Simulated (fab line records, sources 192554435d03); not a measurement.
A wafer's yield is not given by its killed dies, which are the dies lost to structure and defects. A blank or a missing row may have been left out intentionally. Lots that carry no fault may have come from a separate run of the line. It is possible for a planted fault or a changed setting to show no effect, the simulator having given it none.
Matching of chambers + flow n5-finfet + 4 sister chambers for N5_GATE_CUT_CMP_02 on cmp-04
The step polishes, stops on SiO2, t overpolish 12.7 s, target thk 0 nm. 8 wafers are shown with their chamber, then 7 later ones without.

WAFERS, EACH WITH ITS CHAMBER
| wafer  | chamber | motor-current-A (A) | time-to-endpoint-s (s) |
|--------|---------|---------------------|------------------------|
| L079.4 | 3       | 9.8                 | 24.0                   |
| L082.1 | 1       | 9.7                 | 22.4                   |
| L082.4 | 0       | 9.4                 | 25.4                   |
| L082.5 | 1       | 9.5                 | 24.1                   |
| L082.3 | 3       | 8.9                 | 24.2                   |
| L082.6 | 2       | 8.6                 | 24.2                   |
| L087.1 | 0       | 8.8                 | 24.6                   |
| L087.3 | 2       | 9.1                 | 25.4                   |

WAFERS WITHOUT THEIR CHAMBER
| wafer  | motor-current-A (A) | time-to-endpoint-s (s) |
|--------|---------------------|------------------------|
| L087.5 | 9.1                 | 22.8                   |
| L092.2 | 9.2                 | 24.8                   |
| L092.3 | 9.0                 | 25.0                   |
| L092.5 | 8.8                 | 19.8                   |
| L095.3 | 8.4                 | 26.3                   |
| L095.4 | 8.9                 | 25.4                   |
| L095.5 | 8.3                 | 25.2                   |

WHICH CHAMBER EACH WENT THROUGH
| wafer  | from the rows above               | in truth |
|--------|-----------------------------------|----------|
| L087.5 | can't be placed: 1 or 3 or 2 or 0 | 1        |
| L092.2 | can't be placed: 0 or 2 or 3 or 1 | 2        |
| L092.3 | can't be placed: 0 or 2 or 3      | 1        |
| L092.5 | can't be placed: 1 or 3 or 2 or 0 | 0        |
| L095.3 | can't be placed: 2 or 0 or 3      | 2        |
| L095.4 | can't be placed: 0 or 2 or 3      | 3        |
| L095.5 | can't be placed: 2 or 0 or 3      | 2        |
0 of 7 placed correctly. These rows do not allow placing 7 (true chamber among the candidates in 6). Wrongly placed: 0.
How it was worked out, from the rows above alone: a wafer's distance from a chamber is the root of the sum, over the readings, of the square of ((its reading less the chamber's mean) divided by the reading's scatter). If the next closest chamber is less than 2 further off than the closest, the wafer can't be placed; otherwise it belongs to the closest. A chamber's mean is the mean of its shown wafers. How the scatter is found: for the shown wafers, subtract from each reading the mean of its chamber, square and add these, divide the total by (wafers less chambers), then take the root.
